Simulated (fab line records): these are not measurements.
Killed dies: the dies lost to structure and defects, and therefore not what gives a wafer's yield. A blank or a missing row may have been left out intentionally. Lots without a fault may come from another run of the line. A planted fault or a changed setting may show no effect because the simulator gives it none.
Code-filled problem report in 8D (eight disciplines) form -- flow n5-finfet -- the parts of the form that need people (team, actions taken, sign-off) are left out

1. PROBLEM STATEMENT
Mean of raw-defect-count at N5_SD_EPI_P_INSPECT_26: 443 across 2 wafers in 2 lots; on wafers with no fault it is 170 (standard deviation 32). Relative to the usual mean, that is a shift of +8.5 standard deviations.
The step: inspects for defects (darkfield).
First seen on wafer L941.1, day 5 20:15, on defect-inspect-01. The record holds 27 wafers of 9 lots with a number at this step. The rule behind "out" and "out of limits": a value lying over 4 standard deviations away from the usual mean. The other wafers with a number count as sound.

2. WHAT IT IS AND WHAT IT IS NOT
question,is,is not
which readings at this step,raw-defect-count,-
which lots,"L941, L944","L932, L935, L940, L950, L952, L953, L954"
which wafers of those lots,"L941.1, L944.3","L941.3, L941.6, L944.5, L944.6"
read on which gauges,defect-inspect-01,defect-inspect-02
when,from day 5 20:15,"up to then (11 sound wafers); but 14 sound wafers of L944, L950, L952, L953, L954 came after"

3. SUSPECTS, AND WHAT RULES EACH OUT
Counting: any tool at a process step up to the reading remains a suspect provided it ran every lot that is out. Sound lots after the first of them don't rule it out here, since some wafers of a struck lot are sound.
- the gauge at N5_SD_EPI_P_INSPECT_26: kept. All the wafers that are out were read on defect-inspect-01, and no step on other tools shows them out.
- wet-bench-06 at N5_SD_EPI_P_PRECLEAN_24 (cleans in O3/DIW, time 45 s): kept. Every lot that is out went through it, the first being L941 (day 5 20:11); the last sound lot it ran before that was L935 (day 4 08:59).
Left after counting: wet-bench-06 at N5_SD_EPI_P_PRECLEAN_24, defect-inspect-01 at N5_SD_EPI_P_INSPECT_26.

4. THE CAUSE (what the simulator had put in)
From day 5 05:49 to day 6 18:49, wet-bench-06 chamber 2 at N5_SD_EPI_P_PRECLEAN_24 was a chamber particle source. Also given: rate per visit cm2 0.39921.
Counting left 2 suspects, and this tool is among them.

5. SEQUENCE OF EFFECTS, ordered by route
One row per reading whose mean, taken over the struck wafers that have a number, lies over 3 standard deviations from the usual. Readings are gone through only where the record gives a usual standard deviation; hours: the median, over the lots, of the time from a lot's start at the first step in this table giving one to that lot's start at this step; sigmas: the change measured in usual standard deviations.
hours,step,reading,usual,on struck wafers,change,sigmas
0,N5_SD_EPI_P_INSPECT_26,raw-defect-count,170,443,+273,+8.5
234,N5_PASSIVATION_PROBE_49,defect-limited-yield,91.1 %,85.5,-5.6,-4.0
234,N5_PASSIVATION_PROBE_49,killed-at-front-end,44,99,+55,+4.6
234,N5_PASSIVATION_PROBE_49,killed-dies,104,172,+68,+4.0
234,N5_PASSIVATION_PROBE_49,killed-on-rim,14,30,+16,+4.1
234,N5_PASSIVATION_PROBE_49,sort_bin_5_function,5.2 %,9.2,+4.0,+4.1
234,N5_PASSIVATION_PROBE_49,sort-n-pass,1075,1008,-66,-3.9
234,N5_PASSIVATION_PROBE_49,sort-yield-pct,91.1 %,85.5,-5.6,-4.0
The process steps in it:
- N5_PASSIVATION_PROBE_49
Later steps that measure or inspect, where all struck wafers having a row at the step show a number for every such reading and not one has moved that far: N5_BEOL_M4_RC_MEAS_101.

6. HOW IT WOULD HAVE BEEN CAUGHT EARLIER
In this record the first reading out of limits at a measuring or inspecting step was taken at day 5 20:15, 14 hours after the fault began at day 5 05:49.
Among the 2 lots that are out, L944 began N5_SD_EPI_P_PRECLEAN_24 on wet-bench-06 after day 5 20:15. Putting the tool on hold at that point would have spared it.
